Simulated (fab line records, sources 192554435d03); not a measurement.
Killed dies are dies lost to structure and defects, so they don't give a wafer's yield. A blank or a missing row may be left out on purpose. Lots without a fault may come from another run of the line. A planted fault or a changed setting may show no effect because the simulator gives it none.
Problem report in the 8D (eight disciplines) form, filled by code | flow n5_finfet | the parts of the form that need people (team, actions taken, sign-off) are left out

1. THE PROBLEM
spin_speed_rpm at N5_BEOL_M7_COAT_71 reads a mean of 1290.5 rpm on 6 wafers of 2 lots; wafers without a fault read 1499.9 rpm with a standard deviation of 0.85. That is -99 or more standard deviations from the usual mean.
The step: time 60 s, resist thk 5 nm.
First seen on wafer L570.1, day 13 09:14, on litho_track-02. The record holds 30 wafers of 10 lots with a number at this step. Rule for "out", or "out of limits": more than 4 standard deviations from the usual mean. The other wafers with a number count as sound.

2. WHAT IT IS AND WHAT IT IS NOT
question                    | is                     | is not
which readings at this step | spin_speed_rpm         | heater_power_total_W, plate_temp_C
which lots                  | L570, L574             | L558, L560, L562, L564, L567, L573, L578, L580
which wafers of those lots  | all that have a number | -
read on which tools         | litho_track-02         | litho_track-03, litho_track-04
when                        | from day 13 09:14      | up to then (15 sound wafers); but 9 sound wafers of L573, L578, L580 came after

3. SUSPECTS, AND WHAT RULES EACH OUT
Counting: a tool at a process step up to the reading stays a suspect if it ran every lot that is out and no sound lot after the first of them.
- litho_track-02 at N5_BEOL_M7_COAT_71 (time 60 s, resist thk 5 nm): kept. It ran every lot that is out, first L570 (day 13 09:14), and no sound lot after that; its last sound lot up to then is L567 (day 12 19:22). Its own readings are out on those wafers: spin_speed_rpm.
Left after counting: litho_track-02 at N5_BEOL_M7_COAT_71.

4. THE CAUSE (what the simulator had put in)
Process parameter drift: litho_track-02, from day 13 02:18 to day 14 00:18, at N5_BEOL_M7_COAT_71. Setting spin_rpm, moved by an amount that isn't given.
Counting left only this tool.

5. THE CHAIN OF EFFECTS, in route order
Each row: a reading whose mean over the struck wafers that have a number lies more than 3 standard deviations from the usual. Only readings for which the record gives a usual standard deviation are gone through. hours: the time from each lot's start at the first step in this table that gives one to its start at this step, as a median over the lots. sigmas: the change in usual standard deviations.
hours | step               | reading           | usual      | on struck wafers | change | sigmas
0     | N5_BEOL_M7_COAT_71 | spin_speed_rpm    | 1499.9 rpm | 1290.5           | -209.4 | -99 or more
0     | N5_BEOL_M7_ETCH_72 | etch_rf_on_time_s | 5.20 s     | 5.71             | +0.50  | +3.4
The process steps in it:
- N5_BEOL_M7_COAT_71: time 60 s, resist thk 5 nm.
- N5_BEOL_M7_ETCH_72: etches underlayer in N2/H2, target depth 6.5 nm, time 5.2 s.

6. WHAT WOULD HAVE CAUGHT IT SOONER
In this record the first reading out of limits was taken at day 13 09:14, 7 hours after the fault began at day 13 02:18.
